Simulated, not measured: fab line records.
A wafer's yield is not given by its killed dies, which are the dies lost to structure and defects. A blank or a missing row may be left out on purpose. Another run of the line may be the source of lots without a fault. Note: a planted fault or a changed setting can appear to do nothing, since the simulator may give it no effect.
fab line records ; flow n5-finfet
record: lots: 7; wafers: 39
route steps=1938 shown PMOS_HMC_CHANNEL_EPI@64 FIN_CUT@175 SPACER0@259 HKMG_FIN@413 MOL_CONTACT_COAG@616 BEOL_M1@824 BEOL_M2@890 BEOL_M3@1017 BEOL_M4@1111
start-h: hours from the record's opening day to when the first of the lot's shown wafers began ; wait-h: time in hours since the lot's previous step ; " as in the row above ; L1.1+2: several wafers, shown together as one row ; - value missing, or start not given ; * or withheld: withheld ; < > ~ a bound
route shown NAME@n: NAME is a module with steps in the file, n the number in the route of the first one ; usual: mean and standard deviation over wafers with no fault ; same: alike in all rows ; chamber/n: place in a boat ; sites: each site's reading ; _std_site: standard deviation across them ; _edge_site: mean of outer sites minus mean of inner sites ; radius-mm: how far each site lies from the wafer's centre ; mask NAME#n: copy n ; behind: tool/chamber where the wafer was last shaped ; hold: why the lot went on hold/how many hours it stayed there/how the hold came to an end ; device: which transistor (n, p or np) failed to switch ; end of line: the route-end tests of the same wafers ; step lacking rows: just its recipe ; killed: count of dies lost to structure and defects at first sort (not the wafer's yield) ; map: a wafer's dies, x killed, . not, _ none there
set.NAME: the setting as run; set.NAME@STEP: as run at that earlier step ; model.NAME: the simulator's own value behind a step, which no gauge read
lots whose settings were changed on purpose; a table a step, a row a wafer
== steps ==
step: N5_PMOS_HMC_CHANNEL_EPI_DEVELOP_08
recipe: develop-time-s: 30; developer: TMAH; resist: CAR-ArF-block; dev-temp-c: 23; rinse-liquid: diw; dry: air-spin
step: N5_FIN_CUT_PRECLEAN_35
recipe: time-s: 13.3; temp-c: 45; pressure-torr: 125; p-hf-torr: 3; p-coreactant-torr: 25; chemistry: vHF
step: N5_SPACER0_ALD_00
recipe: material: SiOCN; target-thk-a: 35; temp-c: 400; ald-precursor-family: alkyl-aminosilane; ald-co-reactant: O2/N2-plasma; pulse-time-s: 3; purge-time-s: 2; co-reactant-purge-time-s: 2; ald-cycles: 58; pressure-torr: 2
step: N5_HKMG_FIN_CVD_62
recipe: material: a-Si; target-thk-a: 30; temp-c: 500; precursor: Si2H6; pressure-torr: 1; time-s: 20.8
step: N5_MOL_CONTACT_COAG_ETCH_124
recipe: chemistry: CH3F/O2; target: SiNx; target-depth-a: 65; mask-material: SOC; stop-on: SiOC; over-etch-frac: 0.3; ion-energy-ev: 120; pressure-mtorr: 30; source-w: 395; bias-w: 73; Ar_flow_sccm: 150; CH3F_flow_sccm: 30; O2_flow_sccm: 20; ends: end-point
step: N5_BEOL_M1_SPUTTER_90
recipe: material: Cu; target-thk-a: 45; temp-c: -20; chamber-pressure-pa: 0.07; power-w: withheld; time-s: 8.29
step: N5_BEOL_M2_TRENCH_ETCH_37
recipe: chemistry: C4F6/O2; target-depth-a: 555.55; target: SiOC; time-s: 29.2; ion-energy-ev: 250; pressure-mtorr: 30; source-w: 355; bias-w: 185; Ar_flow_sccm: 300; C4F6_flow_sccm: 10; O2_flow_sccm: 10
step: N5_BEOL_M3_PRE_CLEAN_56
recipe: gas: NH3; time-s: 15; temp-c: withheld; rf-power-w: 300
step: N5_BEOL_M4_RC_MEAS_101
usual: DIBL_N: 36.2/1.2; DIBL_P: 36.3/1.3; IGATE_P: 0.0035/0.00045; IOFF_N_LIN: 0.073/0.0075; IOFF_N_LONG: 5.54e-05/2.4e-06; REXT_N: 75.3/1.6; REXT_P: 100.1/2.5; SERP_M2: 190/12; VT_P_LVT: -99.0/2.5
lot.wafer;tool;chamber;start-h;wait-h;set.develop-time-s@PMOS_HMC_CHANNEL_EPI_DEVELOP_08;set.time-s@FIN_CUT_PRECLEAN_35;set.ald-cycles@SPACER0_ALD_00;set.target-thk-a@HKMG_FIN_CVD_62;set.target-depth-a@MOL_CONTACT_COAG_ETCH_124;set.target-thk-a@BEOL_M1_SPUTTER_90;set.target-depth-a@BEOL_M2_TRENCH_ETCH_37;set.time-s@BEOL_M3_PRE_CLEAN_56;DIBL_N[mV/V];DIBL_P[mV/V];IGATE_P[nA/um];IOFF_N_LIN[nA/um];IOFF_N_LONG[nA/um];REXT_N[ohm.um];REXT_P[ohm.um];SERP_M2[ohm/um];VT_P_LVT[mV]
L079.1;prober-02;0;206.20;0.0;35.16;13.3;42;30;65;45;555.55;15;43.0;41.5;0.0033;0.108;5.68e-05;68.1;89.3;175;-90.6
L079.2;prober-02;0;206.20;0.0;35.16;13.3;58;40.63;65;45;415.9;15;37.5;37.9;0.0008;0.005;2.17e-05;75.9;97.7;287;-59.5
L079.3;prober-02;0;206.20;0.0;30;13.3;58;40.63;65;70.56;555.55;15;37.6;37.7;0.0008;0.005;2.19e-05;76.5;96.9;188;-59.1
L079.4;prober-02;0;206.20;0.0;35.16;13.3;42;30;65;70.56;415.9;15;44.7;44.2;0.0038;0.131;5.67e-05;69.0;87.8;323;-87.6
L079.5;prober-02;0;206.20;0.0;30;13.3;42;40.63;65;70.56;415.9;15;43.2;42.5;0.0009;0.008;2.63e-05;68.2;89.0;294;-50.8
L079.6;prober-02;0;206.20;0.0;30;13.3;58;30;65;45;555.55;15;36.1;35.7;0.0040;0.066;5.39e-05;76.5;97.4;191;-100.9
L080.1;prober-02;0;216.13;0.0;30;13.3;74;30;65;45;856.7;15;30.7;32.4;0.0037;0.052;5.53e-05;86.4;115.8;99;-106.5
L080.2;prober-02;0;216.13;0.0;43.32;9.96;58;30;65;19.44;856.7;15;35.7;36.7;0.0031;0.081;5.62e-05;75.2;102.5;96;-97.3
L080.3;prober-02;0;216.13;0.0;30;13.3;58;30;65;19.44;555.55;22.68;34.8;35.9;0.0036;0.071;5.53e-05;74.2;101.5;192;-98.3
L080.4;prober-02;0;216.13;0.0;43.32;9.96;74;30;65;19.44;856.7;22.68;30.0;30.7;0.0030;0.047;5.53e-05;86.4;118.2;98;-107.9
L080.5;prober-02;0;216.13;0.0;43.32;13.3;58;30;65;45;555.55;22.68;36.1;37.7;0.0035;0.082;5.58e-05;76.1;103.6;189;-95.5
L080.6;prober-02;0;216.13;0.0;30;9.96;74;30;65;45;555.55;15;29.6;30.7;0.0038;0.045;5.57e-05;87.1;116.5;176;-108.5
L083.1;prober-01;0;224.71;0.0;47.93;13.3;84;30;65;45;555.55;15;29.2;30.6;0.0029;0.042;5.42e-05;97.5;129.2;205;-109.1
L083.2;prober-01;0;224.71;0.0;47.93;13.3;58;21.34;83.58;45;555.55;15;37.4;38.3;0.0029;0.086;5.72e-05;75.7;104.3;186;-95.6
L083.3;prober-01;0;224.71;0.0;30;15.56;84;21.34;65;45;555.55;20.99;29.2;31.2;0.0026;0.043;5.39e-05;96.6;130.3;193;-110.1
L083.4;prober-01;0;224.71;0.0;47.93;15.56;58;21.34;65;45;555.55;20.99;36.2;37.4;0.0024;0.082;5.74e-05;75.1;101.7;201;-94.5
L083.5;prober-01;0;224.71;0.0;30;15.56;58;30;83.58;45;555.55;15;36.0;36.2;0.0033;0.075;5.7e-05;75.4;103.6;179;-97.9
L083.6;prober-01;0;224.71;0.0;30;13.3;84;30;83.58;45;555.55;20.99;29.5;31.5;0.0025;0.044;5.46e-05;96.7;130.9;203;-110.3
L084.1;prober-01;0;244.92;0.0;30;6.822;58;30;65;45;555.55;10.98;39.0;38.6;0.0034;0.090;6.01e-05;73.9;100.1;181;-96.0
L084.2;prober-01;0;244.92;0.0;30;13.3;44;35.56;65;45;382.8;10.98;39.4;37.9;0.0027;0.081;6.01e-05;67.0;89.9;391;-86.1
L084.3;prober-01;0;244.92;0.0;30;13.3;58;30;65;45;382.8;10.98;36.1;36.1;0.0036;0.074;5.89e-05;74.0;101.1;357;-98.3
L084.4;prober-01;0;244.92;0.0;42.6;6.822;44;30;65;45;382.8;15;42.8;41.6;0.0036;0.121;6.19e-05;66.9;91.4;356;-87.5
L084.5;prober-01;0;244.92;0.0;42.6;6.822;44;35.56;65;45;555.55;15;40.1;39.1;0.0022;0.089;5.98e-05;67.1;90.1;173;-84.8
L084.6;prober-01;0;244.92;0.0;42.6;13.3;58;35.56;65;45;555.55;15;35.6;35.6;0.0021;0.065;5.73e-05;74.4;100.4;206;-92.6
L089.1;prober-01;0;265.34;0.0;18.61;18.73;39;41.94;65;30.56;861.5;22.99;43.6;44.6;0.0007;0.026;3.23e-05;67.1;88.7;97;-49.5
L089.2;prober-01;0;265.34;0.0;18.61;13.3;58;41.94;65;45;861.5;22.99;36.1;38.0;0.0009;0.014;2.6e-05;76.3;102.5;97;-62.8
L089.3;prober-01;0;265.34;0.0;30;18.73;39;30;65;45;555.55;22.99;44.9;44.2;0.0033;0.154;6.16e-05;67.0;89.7;172;-80.9
L089.4;prober-01;0;265.34;0.0;30;13.3;39;41.94;65;30.56;555.55;15;43.8;44.2;0.0010;0.026;3.24e-05;67.7;88.9;204;-48.7
L089.5;prober-01;0;265.34;0.0;18.61;13.3;58;30;65;45;555.55;15;36.7;37.1;0.0037;0.082;5.77e-05;75.8;100.0;198;-94.7
L089.6;prober-01;0;265.34;0.0;30;18.73;58;30;65;30.56;861.5;15;35.6;35.8;0.0038;0.074;5.77e-05;75.8;101.6;96;-97.2
L090.1;prober-01;0;280.71;0.0;30;13.3;58;36.88;44.48;45;433.6;15;35.0;36.2;0.0018;0.058;4.77e-05;78.0;101.7;284;-93.0
L090.2;prober-01;0;280.71;0.0;30;15.56;58;30;65;45;555.55;15;34.9;35.2;0.0035;0.062;5.21e-05;77.1;101.5;196;-103.3
L090.3;prober-01;0;280.71;0.0;30;13.3;58;30;44.48;45;433.6;15;35.5;36.2;0.0033;0.068;5.21e-05;77.0;101.2;288;-101.3
L090.4;prober-01;0;280.71;0.0;30;15.56;58;36.88;44.48;45;555.55;15;35.7;36.9;0.0014;0.061;4.7e-05;78.2;102.6;209;-92.2
L090.5;prober-01;0;280.71;0.0;30;13.3;58;30;65;45;555.55;15;34.8;34.8;0.0034;0.061;5.07e-05;77.1;101.3;195;-102.0
L090.6;prober-01;0;280.71;0.0;30;15.56;58;36.88;65;45;433.6;15;35.8;36.4;0.0015;0.058;4.82e-05;77.1;101.8;322;-93.5
L097.2;prober-02;0;322.93;0.2;30;13.3;58;30;65;45;555.55;15;35.8;33.9;0.0034;0.066;5.39e-05;75.5;104.3;182;-102.8
L097.3;prober-02;0;322.93;0.2;30;13.3;58;30;65;45;555.55;15;36.9;35.5;0.0037;0.075;5.36e-05;76.1;104.4;186;-101.3
L097.6;prober-02;0;322.93;0.2;30;13.3;58;30;65;45;555.55;15;37.4;36.0;0.0033;0.075;5.42e-05;75.6;102.8;170;-100.4
== key ==
split: step: N5_PMOS_HMC_CHANNEL_EPI_DEVELOP_08; setting: develop-time-s; stated-as: 30
response none clear
split: step: N5_FIN_CUT_PRECLEAN_35; setting: time-s; stated-as: 13.3
response none clear
split: step: N5_SPACER0_ALD_00; setting: ald-cycles; stated-as: 58
response: step: N5_BEOL_M4_RC_MEAS_101; reading: REXT_N; slope: +0.38; per: 1%; together-with: all; explained: 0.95
response: step: N5_BEOL_M4_RC_MEAS_101; reading: REXT_P; slope: +0.486; per: 1%; together-with: all; explained: 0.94
response: step: N5_BEOL_M4_RC_MEAS_101; reading: DIBL_N; slope: -0.193; per: 1%; together-with: all; explained: 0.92
response: step: N5_BEOL_M4_RC_MEAS_101; reading: DIBL_P; slope: -0.174; per: 1%; together-with: all; explained: 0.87
split: step: N5_HKMG_FIN_CVD_62; setting: target-thk-a; stated-as: 30
response: step: N5_BEOL_M4_RC_MEAS_101; reading: IGATE_P; slope: -5.87e-05; per: 1%; together-with: all; explained: 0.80
response: step: N5_BEOL_M4_RC_MEAS_101; reading: VT_P_LVT; slope: +0.654; per: 1%; together-with: all; explained: 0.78
response: step: N5_BEOL_M4_RC_MEAS_101; reading: IOFF_N_LONG; slope: -5.2e-07; per: 1%; together-with: all; explained: 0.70
response: step: N5_BEOL_M4_RC_MEAS_101; reading: IOFF_N_LIN; slope: -0.0016; per: 1%; together-with: all; explained: 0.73
split: step: N5_MOL_CONTACT_COAG_ETCH_124; setting: target-depth-a; stated-as: 65
response none clear
split: step: N5_BEOL_M1_SPUTTER_90; setting: target-thk-a; stated-as: 45
response none clear
split: step: N5_BEOL_M2_TRENCH_ETCH_37; setting: target-depth-a; stated-as: 555.55
response: step: N5_BEOL_M4_RC_MEAS_101; reading: SERP_M2; slope: -2.59; per: 1%; together-with: all; explained: 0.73
split: step: N5_BEOL_M3_PRE_CLEAN_56; setting: time-s; stated-as: 15
response none clear
